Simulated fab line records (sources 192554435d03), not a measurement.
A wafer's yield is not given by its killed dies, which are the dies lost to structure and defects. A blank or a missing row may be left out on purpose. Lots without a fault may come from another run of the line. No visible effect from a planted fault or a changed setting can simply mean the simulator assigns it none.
fab line records	flow n5_finfet
record lots=8	wafers=24	last_day=17
route steps=1938 shown BEOL_M1@790 BEOL_M4@1111 PASSIVATION@1936
lots with no fault: from the same line, run without faults
start_h: the number of hours between the record's first day and the start of the first shown wafer of the lot	wait_h: hours elapsed since this lot's preceding step	" same as the row above	L1.1+2: one row covering several wafers at once	- no value, or no start given	* or withheld: withheld	< > ~ a bound
route shown NAME@n: names a module that has steps shown in the file, with the first one's number in the route	usual: the fault-free wafers' mean and standard deviation	same: alike in all rows	chamber/n: place in a boat	sites: each site's reading	_std_site: standard deviation of those values	_edge_site: the outer-site mean with the inner-site mean subtracted	radius_mm: how far each site lies from the wafer's centre	mask NAME#n: copy n	behind: the last tool/chamber to shape the wafer	hold: why the lot went on hold/how many hours it stayed there/how the hold came to an end	device: the transistor (n, p or np) that didn't switch	end of line: at the end of the route, the tests of the same wafers	a step with no rows: only its recipe	killed: dies that structure and defects cost at the first sort, which is not the same as the wafer's yield	map: per-die view of a wafer (x killed, . not killed, _ where there is no die)
set.NAME: the setting the step ran with; set.NAME@STEP: the setting that earlier step ran with	model.NAME: the simulator's own value behind a step, which no gauge read
one table for each step of the route and one row for each wafer, over a sample of lots
services: a tool's chamber out of use, with start hour (start_h, from the record's first day; less than 0 if before it), hours out, and reason
## steps
# step N5_BEOL_M1_ETCH_77
# recipe chemistry=N2/H2	target=underlayer	target_depth_a=65	mask_material=CAR-EUV	time_s=5.2	ion_energy_ev=200	pressure_mtorr=30	source_w=840	bias_w=150	n2_flow_sccm=200	h2_flow_sccm=200	ends=cleared
# usual drypump_motor_current_A=6.0/0.46	etch_rf_on_time_s=5.19/0.09	n2_flow_sccm=200.0/0.59	oes_product_au=0.66/0.067	rf_vpp_V=522.8/2.4	showerhead_plenum_p_Torr=2.51/0.079	throttle_valve_pct=17.95/0.15
lot.wafer	tool	chamber	start_h	wait_h	drypump_motor_current_A	etch_rf_on_time_s	n2_flow_sccm	oes_product_au	rf_hours_counter_h	rf_vpp_V	showerhead_plenum_p_Torr	throttle_valve_pct
L395.3	rie_diel-02	2	128.20	0.0	6.7	5.32	199.4	0.62	201	520.3	2.42	17.96
L395.4	"	1	"	"	5.9	5.18	199.8	0.70	83	523.0	2.47	17.85
L395.6	"	3	"	"	5.3	5.15	200.8	0.72	-	521.5	2.48	17.89
L397.2	rie_diel-01	1	143.07	0.0	6.4	5.12	199.8	0.79	19	526.1	2.49	17.88
L397.3	"	3	"	"	6.0	5.21	200.3	0.62	165	523.4	2.53	17.81
L397.5	"	1	"	"	6.3	5.11	199.7	0.78	-	523.1	2.49	17.88
L400.3	rie_diel-02	2	160.76	0.0	6.7	5.26	200.5	0.61	211	520.4	2.41	17.97
L400.4	"	3	"	"	5.3	5.14	199.7	0.71	68	520.9	2.47	17.90
L400.5	"	1	"	"	5.9	5.08	200.2	0.69	-	520.1	2.47	17.88
L407.2	rie_diel-02	0	198.34	0.0	6.5	5.36	199.8	0.58	237	526.1	2.61	17.99
L407.5	"	1	"	"	5.9	5.17	200.6	0.67	-	520.0	2.46	17.86
L407.6	"	2	"	"	6.7	5.28	199.3	0.61	-	520.1	2.41	18.00
L408.1	rie_diel-02	3	205.60	0.0	5.3	5.12	200.2	0.69	82	521.6	2.47	17.89
L408.2	"	1	"	"	5.9	5.14	198.8	0.68	106	521.3	2.46	17.88
L408.6	"	3	"	"	5.3	5.09	200.5	0.71	-	523.9	2.47	17.93
L414.1	rie_diel-01	1	236.29	0.0	6.3	5.05	200.5	0.74	52	523.7	2.47	17.95
L414.3	"	0	"	"	5.9	5.29	200.0	0.64	151	521.9	2.55	17.96
L414.4	"	0	"	"	5.9	5.27	201.0	0.65	-	523.7	2.55	17.96
L415.1	rie_diel-01	3	244.42	0.0	6.0	5.13	199.4	0.62	196	522.2	2.52	17.89
L415.3	"	2	"	"	5.5	5.18	199.2	0.80	9	523.3	2.59	18.04
L415.4	"	0	"	"	5.9	5.22	197.7	0.64	153	524.5	2.55	17.97
L417.2	rie_diel-03	1	256.66	0.0	6.2	5.25	200.2	0.64	151	520.7	2.34	17.87
L417.3	"	3	"	"	5.6	5.26	199.7	0.69	71	525.6	2.69	17.39
L417.4	"	2	"	"	6.0	5.24	199.8	0.58	240	522.6	2.51	18.24
# step N5_BEOL_M1_ALD_84
# recipe material=TaN	target_thk_a=*	temp_c=275	ald_precursor_family=PDMAT	ald_co_reactant=NH3	pressure_torr=3	carrier_flow_sccm=1500	pulse_time_s=2	purge_time_s=3	co_reactant_purge_time_s=2	co_reactant_pulse_time_s=3	ald_cycles=30	precursor_vessel_temp_c=75	precursor_vessel_pressure_torr=26.25	precursor_vessel_carrier_sccm=1000
# usual ald_cycles=30/0	heater_power_w=417/50
lot.wafer	tool	chamber	start_h	wait_h	ald_cycles	heater_power_w
L395.3	ald_metal-04	0	132.73	0.1	30	377
L395.4	"	2	"	"	30	455
L395.6	"	0	"	"	30	371
L397.2	ald_metal-03	0	144.99	0.0	30	429
L397.3	"	2	"	"	30	384
L397.5	"	3	"	"	30	414
L400.3	ald_metal-03	3	164.07	0.2	30	414
L400.4	"	1	"	"	30	418
L400.5	"	2	"	"	30	380
L407.2	ald_metal-03	3	212.09	0.0	17	402
L407.5	"	2	"	"	30	380
L407.6	"	3	"	"	30	411
L408.1	ald_metal-03	2	215.23	0.0	30	380
L408.2	"	3	"	"	17	417
L408.6	"	2	"	"	30	386
L414.1	ald_metal-04	1	238.95	0.0	30	502
L414.3	"	3	"	"	30	307
L414.4	"	2	"	"	30	455
L415.1	ald_metal-01	3	246.34	0.1	30	414
L415.3	"	0	"	"	30	496
L415.4	"	2	"	"	30	480
L417.2	ald_metal-04	0	258.66	0.0	30	371
L417.3	"	3	"	"	30	310
L417.4	"	1	"	"	30	506
# step N5_BEOL_M1_SPUTTER_48
# recipe material=Cu	target_thk_a=45	temp_c=-20	chamber_pressure_pa=0.07	power_w=withheld	time_s=8.29
# usual chuck_gas_flow_sccm=1.26/0.055	throttle_valve_pct=30.1/1.2
# same time_s=8.29
lot.wafer	tool	chamber	start_h	wait_h	chuck_gas_flow_sccm	throttle_valve_pct
L395.3	pvd_sputter-03	-	134.02	0.4	1.35	31.1
L395.4	"	-	"	"	1.33	29.1
L395.6	"	-	"	"	1.26	30.4
L397.2	pvd_sputter-02	-	145.45	0.1	1.32	32.6
L397.3	"	-	"	"	1.28	28.8
L397.5	"	-	"	"	1.30	32.8
L400.3	pvd_sputter-02	-	164.52	0.1	1.27	28.3
L400.4	"	-	"	"	1.29	28.1
L400.5	"	-	"	"	1.32	33.0
L407.2	pvd_sputter-01	-	212.59	0.1	1.34	29.0
L407.5	"	-	"	"	1.18	30.4
L407.6	"	-	"	"	1.29	29.2
L408.1	pvd_sputter-03	-	215.82	0.1	1.31	29.0
L408.2	"	-	"	"	1.28	30.4
L408.6	"	-	"	"	1.24	29.1
L414.1	pvd_sputter-03	-	239.41	0.1	1.36	29.0
L414.3	"	-	"	"	1.22	30.4
L414.4	"	-	"	"	1.22	31.2
L415.1	pvd_sputter-01	-	246.90	0.1	1.30	30.2
L415.3	"	-	"	"	1.19	29.2
L415.4	"	-	"	"	1.27	30.0
L417.2	pvd_sputter-01	-	260.48	1.3	1.24	29.4
L417.3	"	-	"	"	1.30	30.1
L417.4	"	-	"	"	1.20	29.0
# step N5_BEOL_M1_ANNEAL_87
# recipe temp_c=400	time_s=240	ambient=vacuum
# usual heater_power_w=858/53
# same time_s=240
lot.wafer	tool	chamber	start_h	wait_h	heater_power_w
L395.3	pvd_sputter-03	-	134.76	0.0	848
L395.4	"	-	"	"	904
L395.6	"	-	"	"	812
L397.2	pvd_sputter-02	-	146.19	0.0	927
L397.3	"	-	"	"	832
L397.5	"	-	"	"	952
L400.3	pvd_sputter-02	-	165.26	0.0	880
L400.4	"	-	"	"	886
L400.5	"	-	"	"	949
L407.2	pvd_sputter-01	-	213.33	0.0	816
L407.5	"	-	"	"	789
L407.6	"	-	"	"	822
L408.1	pvd_sputter-03	-	216.56	0.0	928
L408.2	"	-	"	"	781
L408.6	"	-	"	"	919
L414.1	pvd_sputter-03	-	240.15	0.0	936
L414.3	"	-	"	"	906
L414.4	"	-	"	"	831
L415.1	pvd_sputter-01	-	247.64	0.0	779
L415.3	"	-	"	"	841
L415.4	"	-	"	"	855
L417.2	pvd_sputter-01	-	261.22	0.0	844
L417.3	"	-	"	"	863
L417.4	"	-	"	"	821
# step N5_BEOL_M4_RC_MEAS_101
# usual CHAIN_V0=238/8.1	CHAIN_V0_max_site=247/8.7	COMB_M1=5.9e-11/1.3e-11	COMB_M1_max_site=8.5e-11/2e-11	DIBL_N=35.8/1.5	DIBL_P=35.8/1.7	IOFF_N=0.151/0.022	IOFF_P=0.204/0.027	ION_N=673/8.6	ION_P=462/5.4	SERP_M1=196/14	SERP_M1_max_site=207/16	SS_N=71.4/0.54	SS_P=73.3/0.56	VT_N=250.5/2.6	VT_P=-251/3.1
lot.wafer	tool	chamber	start_h	wait_h	CHAIN_V0[ohm/link]	CHAIN_V0_max_site[ohm/link]	COMB_M1[S/m]	COMB_M1_max_site[S/m]	DIBL_N[mV/V]	DIBL_P[mV/V]	IOFF_N[nA/um]	IOFF_P[nA/um]	ION_N[uA/um]	ION_P[uA/um]	SERP_M1[ohm/um]	SERP_M1_max_site[ohm/um]	SS_N[mV/dec]	SS_P[mV/dec]	VT_N[mV]	VT_P[mV]
L395.3	prober-01	0	174.78	0.6	243	250	5.5e-11	7.1e-11	38.2	37.5	0.189	0.202	675	452	222	233	71.7	74.4	250.0	-250
L395.4	"	0	"	"	242	246	5e-11	8e-11	35.8	35.9	0.159	0.170	684	457	198	207	71.4	73.3	247.6	-254
L395.6	"	0	"	"	236	243	5.2e-11	7e-11	35.6	35.2	0.153	0.171	670	454	196	202	71.3	73.4	249.0	-253
L397.2	prober-02	0	200.02	0.2	243	252	5.3e-11	7.9e-11	36.6	38.6	0.191	0.231	677	460	220	240	72.1	73.5	248.0	-251
L397.3	"	0	"	"	227	235	8.9e-11	1.04e-10	37.6	39.3	0.206	0.252	685	470	215	223	72.5	74.6	244.0	-247
L397.5	"	0	"	"	235	242	4.5e-11	8.1e-11	36.5	38.5	0.187	0.234	674	464	198	225	72.7	74.6	248.2	-247
L400.3	prober-02	0	205.36	0.3	243	252	5.3e-11	7.2e-11	35.3	34.4	0.133	0.209	668	463	210	219	71.6	73.5	251.0	-248
L400.4	"	0	"	"	251	264	6.4e-11	8.5e-11	35.6	34.9	0.142	0.221	658	460	223	238	71.7	73.2	251.5	-250
L400.5	"	0	"	"	244	248	6.7e-11	9.9e-11	35.8	35.2	0.139	0.221	658	464	201	223	71.1	72.9	251.9	-248
L407.2	prober-01	0	253.96	0.2	162	170	3.89e-10	5.74e-10	37.6	36.1	0.164	0.219	681	467	152	159	72.0	74.4	250.7	-251
L407.5	"	0	"	"	235	247	5.8e-11	6.4e-11	38.2	36.5	0.172	0.221	681	459	166	176	71.8	73.3	251.0	-250
L407.6	"	0	"	"	237	243	6.6e-11	7.8e-11	38.0	36.5	0.171	0.224	679	469	165	170	72.0	74.4	251.4	-250
L408.1	prober-01	0	259.65	0.0	230	237	6.9e-11	1.12e-10	35.1	37.4	0.143	0.196	683	462	189	194	71.1	73.2	252.7	-252
L408.2	"	0	"	"	158	169	6.1e-10	8.12e-10	34.0	34.9	0.126	0.170	676	459	150	155	70.4	72.8	253.2	-252
L408.6	"	0	"	"	235	243	5.4e-11	8.1e-11	32.9	33.9	0.111	0.147	661	458	177	182	70.1	72.5	255.1	-256
L414.1	prober-01	0	293.58	0.0	224	232	4.9e-11	7.6e-11	35.5	35.9	0.154	0.236	683	470	191	199	71.2	73.3	249.0	-248
L414.3	"	0	"	"	233	248	5.5e-11	8.3e-11	34.6	34.2	0.140	0.209	671	460	212	227	71.5	73.4	249.2	-248
L414.4	"	0	"	"	236	248	4.8e-11	7.9e-11	34.8	34.8	0.146	0.215	678	466	187	198	71.4	73.5	249.4	-249
L415.1	prober-02	0	296.62	0.0	236	246	4e-11	7e-11	37.3	36.4	0.142	0.227	665	462	204	208	72.2	74.1	252.5	-248
L415.3	"	0	"	"	243	255	6.8e-11	9.2e-11	37.9	36.9	0.149	0.240	675	470	203	216	71.3	73.2	251.5	-247
L415.4	"	0	"	"	238	242	7.3e-11	1.01e-10	36.8	36.5	0.144	0.223	667	467	193	209	71.2	73.3	251.5	-249
L417.2	prober-02	0	304.03	0.2	246	255	7.1e-11	8.2e-11	35.6	34.9	0.128	0.158	664	450	205	217	71.2	72.5	251.8	-256
L417.3	"	0	"	"	238	244	6.1e-11	1.06e-10	36.6	36.5	0.145	0.184	664	461	203	211	71.8	72.6	250.5	-252
L417.4	"	0	"	"	235	248	6.5e-11	8.8e-11	36.2	35.5	0.137	0.164	670	460	180	201	70.7	73.4	250.4	-254
# sites CHAIN_V0 radius_mm=0,75,75,75,75,140,140,140,140
L395.3 243 250 245 246 250 241 229 237 228
L397.2 245 243 236 240 242 244 252 250 242
L400.3 236 243 243 242 241 252 250 250 252
L407.2 162 170 169 165 167 152 161 156 160
L408.1 236 224 235 235 237 219 230 219 224
L414.1 224 229 232 228 229 222 221 216 214
L415.1 242 239 246 244 236 235 233 223 235
L417.2 242 246 255 247 241 249 239 248 246
# sites COMB_M1 radius_mm=0,75,75,75,75,140,140,140,140
L395.3 5.1e-11 5.2e-11 4.2e-11 6.4e-11 5.6e-11 5.5e-11 5.8e-11 7.1e-11 4.3e-11
L397.2 4.9e-11 5.9e-11 7.9e-11 6.9e-11 6.4e-11 3.8e-11 5.3e-11 3e-11 5e-11
L400.3 4.6e-11 4.6e-11 7.2e-11 6.8e-11 5.5e-11 4.5e-11 5.3e-11 3.5e-11 6.1e-11
L407.2 4.14e-10 3.09e-10 3.89e-10 3.58e-10 4.18e-10 3.93e-10 3.34e-10 2.27e-10 5.74e-10
L408.1 6.3e-11 7.9e-11 6.9e-11 7.4e-11 6e-11 1.12e-10 5.4e-11 6.6e-11 9.4e-11
L414.1 6.2e-11 4.1e-11 7.6e-11 3.8e-11 3.4e-11 4.9e-11 4.7e-11 5.8e-11 5.7e-11
L415.1 3.9e-11 4e-11 7e-11 3.2e-11 5.1e-11 4e-11 3.5e-11 5e-11 5.4e-11
L417.2 6.7e-11 4.4e-11 5e-11 6.6e-11 7.1e-11 8.2e-11 7.6e-11 8e-11 7.6e-11
# sites SERP_M1 radius_mm=0,75,75,75,75,140,140,140,140
L395.3 222 230 223 228 233 219 209 218 210
L397.2 211 219 209 208 220 232 240 233 223
L400.3 206 204 214 210 202 219 207 216 215
L407.2 148 159 155 153 155 139 151 144 152
L408.1 189 180 194 193 193 177 190 180 179
L414.1 189 191 199 193 191 197 192 190 186
L415.1 208 204 207 208 199 206 202 198 204
L417.2 187 196 206 205 191 212 202 217 206
# step N5_PASSIVATION_PROBE_49
# usual defect_limited_yield=91.3/1.4	killed_at_M0_to_M3=33/10	killed_at_M4_up=15/6.1	killed_at_contacts=12/6.7	killed_at_front_end=39/11	killed_at_other=4/3.3	killed_dies=103/16	killed_on_rim=14/4	killed_open=68/12	killed_short=34/7.2	sort_bin_4_leakage=0/0	sort_bin_5_function=5.1/0.88	sort_bin_6_memory=3.3/0.67	sort_n_pass=1077/16	sort_yield_pct=91.3/1.4
# same gross_dies=1180	killed_at_back_side=0	sort_bin_8_speed[%]=0
lot.wafer	tool	chamber	start_h	wait_h	defect_limited_yield[%]	killed_at_M0_to_M3	killed_at_M4_up	killed_at_contacts	killed_at_front_end	killed_at_other	killed_dies	killed_on_rim	killed_open	killed_short	sort_bin_4_leakage[%]	sort_bin_5_function[%]	sort_bin_6_memory[%]	sort_n_pass	sort_yield_pct[%]
L395.3	prober-01	-	281.82	0.1	91.8	24	7	9	53	4	97	11	63	33	0	4.8	3.0	1083	91.8
L395.4	prober-01	-	281.87	0.2	92.3	27	17	16	30	1	91	7	59	31	0	4.3	2.8	1089	92.3
L395.6	prober-01	-	281.97	0.3	94.1	9	6	11	40	4	70	8	44	25	0	3.1	2.6	1110	94.1
L397.2	prober-02	-	309.95	0.1	92.5	32	15	13	26	2	88	7	60	23	0	4.5	2.7	1092	92.5
L397.3	prober-02	-	310.00	0.1	93.1	28	8	13	29	3	81	4	54	26	0	4.2	2.6	1099	93.1
L397.5	prober-02	-	310.10	0.2	89.8	53	11	11	40	5	120	20	77	41	0	5.8	3.9	1060	89.8
L400.3	prober-02	-	317.58	0.1	92.4	30	17	11	28	4	90	9	67	21	0	4.7	2.8	1090	92.4
L400.4	prober-02	-	317.63	0.2	88.7	46	12	19	48	8	133	20	85	45	0	6.4	4.5	1047	88.7
L400.5	prober-02	-	317.68	0.2	91.1	20	14	25	45	1	105	10	69	36	0	5.4	3.3	1075	91.1
L407.2	prober-02	-	347.64	0.1	75.0	200	16	12	57	10	295	36	82	29	15.42	5.3	3.5	885	75.0
L407.5	prober-02	-	347.79	0.2	90.5	33	8	37	27	7	112	10	79	33	0	6.0	3.4	1068	90.5
L407.6	prober-02	-	347.84	0.3	89.1	43	10	37	34	5	129	16	83	45	0	6.7	4.0	1051	89.1
L408.1	prober-01	-	359.65	0.0	93.2	32	10	9	26	3	80	13	56	18	0	4.2	2.2	1100	93.2
L408.2	prober-01	-	359.70	0.1	75.4	230	24	11	24	1	290	35	56	27	17.37	4.3	2.7	890	75.4
L408.6	prober-01	-	359.90	0.3	91.4	39	5	6	51	1	102	15	66	32	0	5.5	2.9	1078	91.4
L414.1	prober-01	-	391.18	0.1	90.4	26	15	25	42	5	113	18	81	32	0	5.4	3.9	1067	90.4
L414.3	prober-01	-	391.28	0.2	91.4	42	17	8	26	8	101	18	65	36	0	5.2	3.2	1079	91.4
L414.4	prober-01	-	391.33	0.3	91.9	28	8	17	39	3	95	16	68	27	0	5.2	2.6	1085	91.9
L415.1	prober-01	-	396.77	0.0	89.6	42	14	17	49	1	123	16	75	47	0	5.9	4.2	1057	89.6
L415.3	prober-01	-	396.87	0.1	91.0	49	11	12	30	4	106	12	72	33	0	5.8	3.0	1074	91.0
L415.4	prober-01	-	396.92	0.2	89.2	34	21	11	58	4	128	15	80	44	0	7.0	3.5	1052	89.2
L417.2	prober-01	-	405.04	0.1	91.7	22	19	15	29	13	98	13	66	32	0	4.7	3.2	1082	91.7
L417.3	prober-01	-	405.09	0.1	87.7	59	25	19	28	14	145	24	99	46	0	7.8	4.1	1035	87.7
L417.4	prober-01	-	405.14	0.2	90.7	39	19	14	25	13	110	16	74	36	0	5.4	3.5	1070	90.7
# killed by level:class
L395.3 FIN_SAQP:geometric_particle:open=20 FIN_SAQP:geometric_particle:short=14 MOL_CONTACT_COAG:geometric_particle:open=6 BEOL_M3:geometric_particle:open=6 DUMMY_GATE:geometric_particle:open=5 BEOL_M0_SAQP:geometric_particle:open=4 BEOL_M1:geometric_particle:open=4 BEOL_M2:geometric_particle:open=4
L395.4 MOL_CONTACT_COAG:geometric_particle:open=16 FIN_SAQP:geometric_particle:short=7 BEOL_M3:geometric_particle:open=6 DUMMY_GATE:geometric_particle:open=5 BEOL_M1:geometric_particle:open=5 FIN_SAQP:geometric_particle:open=4 BEOL_M3:geometric_particle:short=4 STI_FIN_REVEAL:geometric_particle:open=3
L395.6 FIN_SAQP:geometric_particle:open=9 ILD0:geometric_particle:short=8 MOL_CONTACT_COAG:geometric_particle:open=8 FIN_SAQP:geometric_particle:short=7 STI_FIN_REVEAL:geometric_particle:open=4 DUMMY_GATE:geometric_particle:open=3 MOL_CONTACT_COAG:geometric_particle:short=3 BEOL_M0_SAQP:geometric_particle:open=3
L397.2 MOL_CONTACT_COAG:geometric_particle:open=9 BEOL_M3:geometric_particle:open=8 DUMMY_GATE:geometric_particle:open=7 BEOL_M1:geometric_particle:open=7 FIN_SAQP:geometric_particle:short=5 BEOL_M0:geometric_particle:open=5 FIN_SAQP:geometric_particle:open=4 MOL_CONTACT_COAG:geometric_particle:short=4
L397.3 BEOL_M2:geometric_particle:open=10 MOL_CONTACT_COAG:geometric_particle:open=7 BEOL_M0:geometric_particle:open=7 MOL_CONTACT_COAG:geometric_particle:short=6 STARTING-WAFER:geometric_particle:open=6 FIN_SAQP:geometric_particle:short=4 STI_FIN_REVEAL:geometric_particle:open=4 BEOL_M3:geometric_particle:open=4
L397.5 BEOL_M0_SAQP:geometric_particle:open=19 BEOL_M0_SAQP:geometric_particle:short=11 STI_FIN_REVEAL:geometric_particle:open=10 MOL_CONTACT_COAG:geometric_particle:open=8 FIN_SAQP:geometric_particle:short=7 BEOL_M1:geometric_particle:open=7 BEOL_M3:geometric_particle:open=7 STI_FIN_REVEAL:geometric_particle:short=5
L400.3 BEOL_M0_SAQP:geometric_particle:open=13 STI_FIN_REVEAL:geometric_particle:open=11 MOL_CONTACT_COAG:geometric_particle:open=9 BEOL_M0_SAQP:geometric_particle:short=9 FIN_SAQP:geometric_particle:open=8 BEOL_M4:geometric_particle:open=5 MIM_TOP:geometric_particle:open=4 FIN_SAQP:geometric_particle:short=3
L400.4 MOL_CONTACT_COAG:geometric_particle:open=17 STI_FIN_REVEAL:geometric_particle:open=16 BEOL_M0_SAQP:geometric_particle:open=16 BEOL_M0_SAQP:geometric_particle:short=15 FIN_SAQP:geometric_particle:open=9 GATE_CUT:geometric_particle:short=6 BEOL_M3:geometric_particle:open=6 STI_FIN_REVEAL:geometric_particle:short=5
L400.5 MOL_CONTACT_COAG:geometric_particle:open=21 STI_FIN_REVEAL:geometric_particle:open=13 FIN_SAQP:geometric_particle:open=5 FIN_SAQP:geometric_particle:short=5 DUMMY_GATE:geometric_particle:open=5 BEOL_M0_SAQP:geometric_particle:short=5 BEOL_M3:geometric_particle:open=4 STI_FIN_REVEAL:geometric_particle:short=4
L407.2 M1:area_ald=182 FIN_SAQP:geometric_particle:open=20 FIN_SAQP:geometric_particle:short=11 MOL_CONTACT_COAG:geometric_particle:open=9 BEOL_M2:geometric_particle:open=9 BEOL_M4:geometric_particle:open=6 BEOL_M5:geometric_particle:open=6 STI_FIN_REVEAL:geometric_particle:open=5
L407.5 MOL_CONTACT_COAG:geometric_particle:open=25 MOL_CONTACT_COAG:geometric_particle:short=12 BEOL_M3:geometric_particle:open=10 STI_FIN_REVEAL:geometric_particle:open=6 FIN_SAQP:geometric_particle:open=5 BEOL_M2:geometric_particle:open=5 BEOL_M0_SAQP:geometric_particle:short=5 BEOL_M0:geometric_particle:open=5
L407.6 MOL_CONTACT_COAG:geometric_particle:open=28 BEOL_M0_SAQP:geometric_particle:short=13 BEOL_M2:geometric_particle:open=12 MOL_CONTACT_COAG:geometric_particle:short=9 FIN_SAQP:geometric_particle:open=8 BEOL_M0_SAQP:geometric_particle:open=8 BEOL_M4:geometric_particle:open=6 FIN_SAQP:geometric_particle:short=5
L408.1 BEOL_M0_SAQP:geometric_particle:open=8 BEOL_M3:geometric_particle:open=8 MOL_CONTACT_COAG:geometric_particle:open=7 STI_FIN_REVEAL:geometric_particle:open=6 FIN_SAQP:geometric_particle:open=5 BEOL_M0_SAQP:geometric_particle:short=5 BEOL_M2:geometric_particle:open=5 BEOL_M5:geometric_particle:open=4
L408.2 M1:area_ald=205 STI_FIN_REVEAL:geometric_particle:open=12 BEOL_M4:geometric_particle:open=11 MOL_CONTACT_COAG:geometric_particle:open=8 BEOL_M0_SAQP:geometric_particle:short=7 BEOL_M6:geometric_particle:open=6 BEOL_M0_SAQP:geometric_particle:open=5 STI_FIN_REVEAL:geometric_particle:short=4
L408.6 STI_FIN_REVEAL:geometric_particle:open=20 BEOL_M0_SAQP:geometric_particle:open=12 BEOL_M0_SAQP:geometric_particle:short=11 BEOL_M3:geometric_particle:open=9 STI_FIN_REVEAL:geometric_particle:short=5 FIN_SAQP:geometric_particle:open=4 FIN_SAQP:geometric_particle:short=4 MOL_CONTACT_COAG:geometric_particle:open=4
L414.1 MOL_CONTACT_COAG:geometric_particle:open=21 BEOL_M0_SAQP:geometric_particle:open=11 FIN_SAQP:geometric_particle:open=8 STI_FIN_REVEAL:geometric_particle:open=8 GATE_CUT:geometric_particle:short=8 BEOL_M4:geometric_particle:open=8 GATE_CUT:geometric_particle:open=6 BEOL_M0_SAQP:geometric_particle:short=6
L414.3 BEOL_M0:geometric_particle:open=8 BEOL_M0_SAQP:geometric_particle:short=8 BEOL_M1:geometric_particle:open=6 FIN_SAQP:geometric_particle:short=5 FIN_SAQP:geometric_particle:open=5 MOL_CONTACT_COAG:geometric_particle:short=5 BEOL_M0_SAQP:geometric_particle:open=5 BEOL_M8:geometric_particle:open=4
L414.4 MOL_CONTACT_COAG:geometric_particle:open=15 FIN_SAQP:geometric_particle:open=7 BEOL_M0_SAQP:geometric_particle:open=6 DUMMY_GATE:geometric_particle:short=5 GATE_CUT:geometric_particle:short=5 BEOL_M1:geometric_particle:open=5 BEOL_M3:geometric_particle:open=5 FIN_SAQP:geometric_particle:short=4
L415.1 FIN_SAQP:geometric_particle:short=18 MOL_CONTACT_COAG:geometric_particle:open=14 FIN_SAQP:geometric_particle:open=13 BEOL_M3:geometric_particle:open=10 BEOL_M0_SAQP:geometric_particle:short=9 BEOL_M0_SAQP:geometric_particle:open=8 STI_FIN_REVEAL:geometric_particle:open=7 BEOL_M4:geometric_particle:open=6
L415.3 BEOL_M3:geometric_particle:open=15 MOL_CONTACT_COAG:geometric_particle:open=10 BEOL_M1:geometric_particle:open=8 BEOL_M0_SAQP:geometric_particle:open=7 FIN_SAQP:geometric_particle:open=6 STI_FIN_REVEAL:geometric_particle:open=6 FIN_SAQP:geometric_particle:short=5 BEOL_M0_SAQP:geometric_particle:short=5
L415.4 STI_FIN_REVEAL:geometric_particle:open=16 FIN_SAQP:geometric_particle:short=14 FIN_SAQP:geometric_particle:open=11 BEOL_M4:geometric_particle:open=11 BEOL_M3:geometric_particle:open=10 MOL_CONTACT_COAG:geometric_particle:open=8 BEOL_M0_SAQP:geometric_particle:short=7 BEOL_M1:geometric_particle:open=5
L417.2 BEOL_M4:geometric_particle:open=13 MOL_CONTACT_COAG:geometric_particle:open=12 STI_FIN_REVEAL:geometric_particle:open=8 FIN_SAQP:geometric_particle:short=7 BEOL_M0_SAQP:geometric_particle:open=5 DUMMY_GATE:geometric_particle:open=4 BEOL_M2:geometric_particle:open=4 BEOL_M3:geometric_particle:open=4
L417.3 BEOL_M0_SAQP:geometric_particle:short=17 BEOL_M0_SAQP:geometric_particle:open=16 MOL_CONTACT_COAG:geometric_particle:open=15 BEOL_M4:geometric_particle:open=15 BEOL_M2:geometric_particle:open=13 BEOL_M3:geometric_particle:open=7 STI_FIN_REVEAL:geometric_particle:open=6 PAD_METAL:geometric_particle:short=6
L417.4 BEOL_M0_SAQP:geometric_particle:open=14 BEOL_M0_SAQP:geometric_particle:short=12 MOL_CONTACT_COAG:geometric_particle:open=10 FIN_SAQP:geometric_particle:open=9 BEOL_M4:geometric_particle:open=9 PASS1_CAP:geometric_particle:open=6 BEOL_M1:geometric_particle:open=5 STI_FIN_REVEAL:geometric_particle:open=4
## services
tool	chamber	start_h	hours	kind
ald_metal-01	-	132.63	0.7	repair
ald_metal-01	0	145.13	13.8	repair
ald_metal-03	1	180.96	17.3	repair
rie_diel-01	2	187.71	-	clean
rie_diel-01	2	187.71	-	consumable_replace:focus_ring
rie_diel-01	2	187.71	28.1	scheduled_down
rie_diel-01	2	187.71	28.1	vent_cycle
ald_metal-01	-	211.38	8.7	pm
rie_diel-01	3	229.61	8.4	repair
ald_metal-03	1	249.96	19.5	repair
rie_diel-03	2	257.83	5.3	repair
## key
first_sign step=N5_BEOL_M1_ALD_84	reading=ald_cycles	direction=down	sigmas=99+	usual=*	struck=*
effect step=N5_BEOL_M4_RC_MEAS_101	reading=COMB_M1	direction=up	sigmas=35	usual=5.9e-11	struck=5e-10
effect step=N5_BEOL_M4_RC_MEAS_101	reading=CHAIN_V0	direction=down	sigmas=9.7	usual=238	struck=160
effect step=N5_BEOL_M4_RC_MEAS_101	reading=SERP_M1	direction=down	sigmas=3.3	usual=196	struck=151
effect step=N5_BEOL_M4_RC_MEAS_101	reading=COMB_M1_max_site	direction=up	sigmas=31	usual=8.5e-11	struck=6.93e-10
effect step=N5_BEOL_M4_RC_MEAS_101	reading=CHAIN_V0_max_site	direction=down	sigmas=9	usual=247	struck=169
effect step=N5_BEOL_M4_RC_MEAS_101	reading=SERP_M1_max_site	direction=down	sigmas=3.2	usual=207	struck=157
effect step=N5_PASSIVATION_PROBE_49	reading=sort_bin_4_leakage	direction=up	sigmas=99+	usual=0	struck=16.40
more_kills_born_at N5_BEOL_M1_ALD_84@ald_metal-03=387
met_at N5_BEOL_M1_ALD_84
struck_lots L407,L408
struck_wafers L407.2,L408.2
not_acting_at N5_BEOL_M1_ETCH_77,N5_BEOL_M1_SPUTTER_48,N5_BEOL_M1_ANNEAL_87
onset_between 164.07 212.09
fault kind=process_parameter_drift	tool=ald_metal-03	chamber=-	onset_h=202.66	steps=N5_BEOL_M1_ALD_84	channel=ald_cycles	offset=*	shape=step	end_h=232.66	scope=struck_wafers_only	acts_in=*	stated=*
